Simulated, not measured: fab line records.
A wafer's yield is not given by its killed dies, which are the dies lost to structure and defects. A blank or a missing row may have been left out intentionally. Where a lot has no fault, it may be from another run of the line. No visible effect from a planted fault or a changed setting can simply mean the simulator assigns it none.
Which tool did it?    flow nandHarc    Sampling: 6 lots, 18 wafers, 3 of 1159 route steps

== WHAT THE GAUGES SHOWED, per wafer ==
NHARC_END_SORT_01.
lot   measured      on         sort_bin_3_pct (%)
L673  day 19 19:05  prober-02  0 0.15 0.30
L682  day 21 18:34  prober-02  0.30 0.15 0
L685  day 22 21:02  prober-01  0.44 0.30 0
L693  day 24 23:00  prober-01  0.89 0.44 0.30

== EACH LOT AND THE TOOL THAT RAN IT (in order: tool; ch and the chambers of the sampled wafers; start) ==
lot   NHARC_P_M2_PVD_21                       NHARC_P_BONDPAD_CMP_32
L673  pvdSputter-03, day 6 20:12 or earlier   cmp-01 ch 0,2, day 6 21:38
L680  pvdSputter-03, day 8 11:02 or earlier   cmp-04 ch 2,3, day 8 12:11
L682  pvdSputter-02, day 8 15:52 or earlier   cmp-04 ch 0,2,3, day 8 17:16
L685  pvdSputter-01, day 9 17:23 or earlier   cmp-01 ch 0,1,2, day 9 18:49
L690  pvdSputter-01, day 11 02:23 or earlier  cmp-03 ch 2,3, day 11 03:29
L693  pvdSputter-03, day 11 11:40 or earlier  cmp-01 ch 0,3, day 11 12:46
- NHARC_P_M2_PVD_21: deposits Cu, target thk 30 nm, time 20.49 s.
- NHARC_P_BONDPAD_CMP_32: polishes SiCN, target thk 200 nm.

== THE ANSWER, worked out from the rows above alone ==
Rule: the lots themselves supply what counts as usual. The widest of any qualifying gaps counts: lots, ordered by their means at a reading, are off when they make up no more than a third of the lots, leave a main group of 4 or more, and stand apart from it by 3 or more times the standard deviation of that group's means. Not used: any main group whose means are identical at the precision the tables above print for the reading. Also off: a lot with no number at a reading for which 4 or more lots have one. The other lots that the step has rows for count as sound.
No lot is off on any of the readings shown, so nothing can be concluded from this.

== WHAT THE SIMULATOR PUT IN ==
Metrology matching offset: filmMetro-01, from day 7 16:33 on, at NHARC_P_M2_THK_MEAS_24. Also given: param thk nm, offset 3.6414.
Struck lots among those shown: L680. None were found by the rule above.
